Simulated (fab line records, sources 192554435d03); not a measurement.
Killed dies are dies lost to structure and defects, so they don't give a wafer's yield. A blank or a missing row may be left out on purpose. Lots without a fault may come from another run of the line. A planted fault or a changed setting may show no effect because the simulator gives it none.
Split-lot experiment | flow n5_finfet | 7 lots, 21 wafers read, on a route of 1938 steps

THE SPLIT
At N5_BEOL_M5_TRENCH_ETCH_37 (etches SiCOH lowk in C4F6/O2, target depth 71.652 nm, time 24.7 s), the setting time_s was moved away from the recipe's 24.7 s on 9 of the 21 wafers read, by -22.0% to +16.1%. The other wafers ran this setting at the recipe's value.

FROM THE SPLIT TO THE READING: what the file shows between them, 13 steps
- N5_BEOL_M5_ETCH_41: etches SiCN in CH3F/O2, target depth 31.5 nm, time 56.7 s
- N5_BEOL_M5_STRIP_91: strips in N2/H2, time 10 s
- N5_BEOL_M5_OCD_MEAS_38
- N5_BEOL_M5_HM_STRIP_39: strips TiN in peroxide tin strip, target depth 25 nm, time 158 s
- N5_BEOL_M5_SRD_40: time 30 s
- N5_BEOL_M5_ECD_50: material Cu, target thk 300 nm
- N5_BEOL_M5_ANNEAL_51: time 90 s
- N5_BEOL_M5_CMP_52: polishes, stops on SiCOH lowk, t overpolish 6.9 s, target thk 62 nm
- N5_BEOL_M5_THK_MEAS_53: measures by xrf
- N5_BEOL_M5_PRE_CLEAN_77: time 15 s
- N5_BEOL_M5_CO_CAP_78: material Co, precursor CCTBA/H2, target thk 2 nm, time 102.1 s
- N5_BEOL_M5_PRE_CLEAN_55: time 15 s
- N5_BEOL_M5_DEP_56: deposits SiCN from 3MS/NH3, target thk 8 nm, time 14 s

THE READING
M5_RS, in ohm/sq, at N5_BEOL_M5_RS_MEAS_57 (measures by four-point-probe). Fault-free wafers of this fab line usually give 0.386 ohm/sq, standard deviation 0.012 ohm/sq.

wafer  | tool, chamber at the split | time_s as run, s | against the recipe | M5_RS, ohm/sq | against lot-mates on the recipe
L074.3 | rie_diel-06, 1             | 27.67            | +12.0%             | 0.334         | -0.051
L074.5 | rie_diel-06, 0             | 24.7             | recipe             | 0.385         | -
L074.6 | rie_diel-06, 1             | 27.67            | +12.0%             | 0.328         | -0.057
L078.2 | rie_diel-06, 2             | 24.7             | recipe             | 0.381         | -
L078.5 | rie_diel-06, 3             | 24.7             | recipe             | 0.381         | -
L078.6 | rie_diel-06, 2             | 24.7             | recipe             | 0.381         | -
L079.1 | rie_diel-03, 3             | 24.7             | recipe             | 0.380         | -
L079.2 | rie_diel-03, 2             | 27.94            | +13.1%             | 0.326         | -0.054
L079.3 | rie_diel-03, 0             | 27.94            | +13.1%             | 0.320         | -0.060
L085.1 | rie_diel-05, 2             | 28.67            | +16.1%             | 0.328         | -0.064
L085.3 | rie_diel-05, 1             | 24.7             | recipe             | 0.392         | -
L085.6 | rie_diel-05, 3             | 28.67            | +16.1%             | 0.312         | -0.080
L094.4 | rie_diel-03, 1             | 24.7             | recipe             | 0.406         | -
L094.5 | rie_diel-03, 2             | 24.7             | recipe             | 0.383         | -
L094.6 | rie_diel-03, 3             | 24.7             | recipe             | 0.384         | -
L096.2 | rie_diel-06, 1             | 24.7             | recipe             | 0.380         | -
L096.3 | rie_diel-06, 0             | 21.71            | -12.1%             | 0.476         | +0.086
L096.6 | rie_diel-06, 0             | 24.7             | recipe             | 0.400         | -
L097.2 | rie_diel-06, 3             | 19.26            | -22.0%             | 0.535         | +0.137
L097.3 | rie_diel-06, 2             | 19.26            | -22.0%             | 0.515         | +0.117
L097.4 | rie_diel-06, 0             | 24.7             | recipe             | 0.398         | -

THE FIT
A straight line over all 21 wafers: M5_RS changes by -0.00552 ohm/sq for each +1% of time_s; r = -0.98; the points scatter about the line by 0.012 ohm/sq.
The same after taking each lot's own level away (the mean of its wafers on the recipe; 21 wafers): -0.00524 ohm/sq for each +1%; r = -0.99; scatter 0.0098 ohm/sq.
On that fit, the largest move of time_s shifts the reading by 0.12 ohm/sq.
The lots' own levels span 0.3800 to 0.3980 ohm/sq, that is 1.5 times the standard deviation above.
So the lot-to-lot level changes the slope little: the two slopes agree.
Check: with one of the wafers moved furthest among these (-22.0%) left out of the fit, the line predicts +0.114 ohm/sq for it against its lot-mates. It came out at +0.137 ohm/sq against them.

OTHER SPLITS ON THESE WAFERS
These wafers also went through other splits before the reading. Each is held against what the fit with the lots' levels taken away leaves over:
other split on the same wafers | wafers away from the commonest value | r with M5_RS (lot level and that fit taken away)
N5_BEOL_M5_VIA_ETCH_34 bias_w  | 6                                    | -0.12

THE WHOLE CHAIN: every reading that the file lists as answering this split, in the file's order
step                      | what it does                                                        | reading                                                                      | change (the file's fit)               | r (the file's)
N5_BEOL_M5_TRENCH_ETCH_37 | etches SiCOH lowk in C4F6/O2, target depth 71.652 nm, time 24.7 s   | etch.depth_nm (the simulator's own value, which no gauge read)               | +0.7 nm for each +1% of the setting   | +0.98
N5_BEOL_M5_TRENCH_ETCH_37 | etches SiCOH lowk in C4F6/O2, target depth 71.652 nm, time 24.7 s   | BEOL_M5.feature_depth_nm (the simulator's own value, which no gauge read)    | +0.7 nm for each +1% of the setting   | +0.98
N5_BEOL_M5_OCD_MEAS_38    |                                                                     | trench_depth_nm                                                              | +0.701 nm for each +1% of the setting | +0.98
N5_BEOL_M5_CMP_52         | polishes, stops on SiCOH lowk, t overpolish 6.9 s, target thk 62 nm | Cu_of_BEOL_M5_ECD_50.thk_nm (the simulator's own value, which no gauge read) | +0.647 nm for each +1% of the setting | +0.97
N5_BEOL_M5_THK_MEAS_53    | measures by xrf                                                     | M5_THK                                                                       | +0.646 for each +1% of the setting    | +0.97
N5_BEOL_M5_RS_MEAS_57     | measures by four-point-probe                                        | M5_RS                                                                        | -0.00529 for each +1% of the setting  | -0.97

THE FILE'S OWN FIT
M5_RS changes by -0.00529 ohm/sq for each +1% of time_s, r = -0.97.
